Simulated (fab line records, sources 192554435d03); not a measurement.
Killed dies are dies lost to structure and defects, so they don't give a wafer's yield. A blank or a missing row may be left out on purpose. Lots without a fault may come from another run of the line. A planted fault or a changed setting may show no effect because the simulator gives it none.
Tool commonality check | flow n5_finfet | 9 lots, 27 wafers sampled

WHY IT WAS OPENED
At N5_BEOL_M2_INSPECT_13 the reading raw_defect_count is flagged on 2 of 9 lots. Wafers without a fault read 385, standard deviation 77.
Rule: a lot is flagged when every wafer of it that has a number lies more than 4 standard deviations from that mean, or none has a number. The other lots count as sound.

lot  | measured     | on                | raw_defect_count, wafer by wafer | flag
L581 | day 7 02:52  | defect_inspect-02 | 262 347 353                      |
L584 | day 7 17:34  | defect_inspect-01 | 389 360 375                      |
L588 | day 8 13:24  | defect_inspect-01 | 428 442 253                      |
L590 | day 9 17:29  | defect_inspect-01 | 290 241 242                      |
L591 | day 9 19:39  | defect_inspect-01 | 321 372 321                      |
L596 | day 10 13:35 | defect_inspect-02 | 407 363 388                      |
L598 | day 11 09:50 | defect_inspect-02 | 400 356 312                      |
L600 | day 12 03:47 | defect_inspect-02 | 1494 1437 1351                   | FLAGGED
L601 | day 12 04:04 | defect_inspect-01 | 1219 1343 1248                   | FLAGGED
The numbers of the flagged lots are 1349 on average: +964 against the usual, or +13 standard deviations.

WHICH TOOL RAN EACH LOT
The record holds 3 process steps before the reading, out of a route of 1938 steps. In each cell: the tool, then ch and the chambers that the sampled wafers went through, then the start.
lot  | flag    | N5_BEOL_M1_SPUTTER_96        | N5_BEOL_M2_PECVD_72             | N5_BEOL_M2_HM_DEP_02
L581 |         | pvd_sputter-02, day 7 00:44  | pecvd-04 ch 0,2, day 7 01:58    | pvd_sputter-02, day 7 02:23
L584 |         | pvd_sputter-02, day 7 12:52  | pecvd-04 ch 0,2, day 7 14:05    | pvd_sputter-03, day 7 17:04
L588 |         | pvd_sputter-01, day 8 10:38  | pecvd-01 ch 0,1, day 8 11:50    | pvd_sputter-01, day 8 12:44
L590 |         | pvd_sputter-03, day 9 14:53  | pecvd-04 ch 0,1, day 9 16:07    | pvd_sputter-01, day 9 17:01
L591 |         | pvd_sputter-03, day 9 16:44  | pecvd-01 ch 0,1,2, day 9 18:07  | pvd_sputter-02, day 9 19:02
L596 |         | pvd_sputter-03, day 10 08:34 | pecvd-04 ch 0,1, day 10 09:48   | pvd_sputter-01, day 10 13:05
L598 |         | pvd_sputter-03, day 11 06:31 | pecvd-04 ch 0,1,2, day 11 07:46 | pvd_sputter-02, day 11 09:20
L600 | FLAGGED | pvd_sputter-03, day 12 01:13 | pecvd-01 ch 0,1, day 12 02:30   | pvd_sputter-01, day 12 03:10
L601 | FLAGGED | pvd_sputter-01, day 12 01:29 | pecvd-01 ch 0,2, day 12 02:52   | pvd_sputter-01, day 12 03:27
What these steps do:
- N5_BEOL_M1_SPUTTER_96: material Cu, target thk 4.5 nm, time 8.29 s.
- N5_BEOL_M2_PECVD_72: deposits SiO2 from TEOS/O2, target thk 16 nm, time 18 s.
- N5_BEOL_M2_HM_DEP_02: deposits TiN, target thk 20 nm.
- N5_BEOL_M2_INSPECT_13: inspects for defects (brightfield).

FLAGGED OVER TOTAL, TOOL BY TOOL (the gauges that took the reading come last)
step                  | tool              | lots run | flagged | share of the flagged lots | sound lots run after its first flagged lot
N5_BEOL_M1_SPUTTER_96 | pvd_sputter-01    | 2        | 1       | some                      | 0
N5_BEOL_M1_SPUTTER_96 | pvd_sputter-02    | 2        | 0       | none                      | -
N5_BEOL_M1_SPUTTER_96 | pvd_sputter-03    | 5        | 1       | some                      | 0
N5_BEOL_M2_PECVD_72   | pecvd-01          | 4        | 2       | all                       | 0
N5_BEOL_M2_PECVD_72   | pecvd-04          | 5        | 0       | none                      | -
N5_BEOL_M2_HM_DEP_02  | pvd_sputter-01    | 5        | 2       | all                       | 0
N5_BEOL_M2_HM_DEP_02  | pvd_sputter-02    | 3        | 0       | none                      | -
N5_BEOL_M2_HM_DEP_02  | pvd_sputter-03    | 1        | 0       | none                      | -
N5_BEOL_M2_INSPECT_13 | defect_inspect-01 | 5        | 1       | some                      | 0
N5_BEOL_M2_INSPECT_13 | defect_inspect-02 | 4        | 1       | some                      | 0

WHAT THE TABLE ALLOWS
2 rows of the table ran every flagged lot: pecvd-01 at N5_BEOL_M2_PECVD_72, pvd_sputter-01 at N5_BEOL_M2_HM_DEP_02.
- pecvd-01 at N5_BEOL_M2_PECVD_72: 2 of its 4 lots flagged. Its last sound lot is L591 (day 9 18:07), its first flagged lot L600 (day 12 02:30): a fault that began between those two fits.
- pvd_sputter-01 at N5_BEOL_M2_HM_DEP_02: 2 of its 5 lots flagged. Its last sound lot is L596 (day 10 13:05), its first flagged lot L600 (day 12 03:10): a fault that began between those two fits.
Counting lots can't tell these 2 tools apart, because each fits a fault that began at some hour. More lots, or a look at what each step does to the wafer, might.

WHAT THE SIMULATOR HAD PUT IN
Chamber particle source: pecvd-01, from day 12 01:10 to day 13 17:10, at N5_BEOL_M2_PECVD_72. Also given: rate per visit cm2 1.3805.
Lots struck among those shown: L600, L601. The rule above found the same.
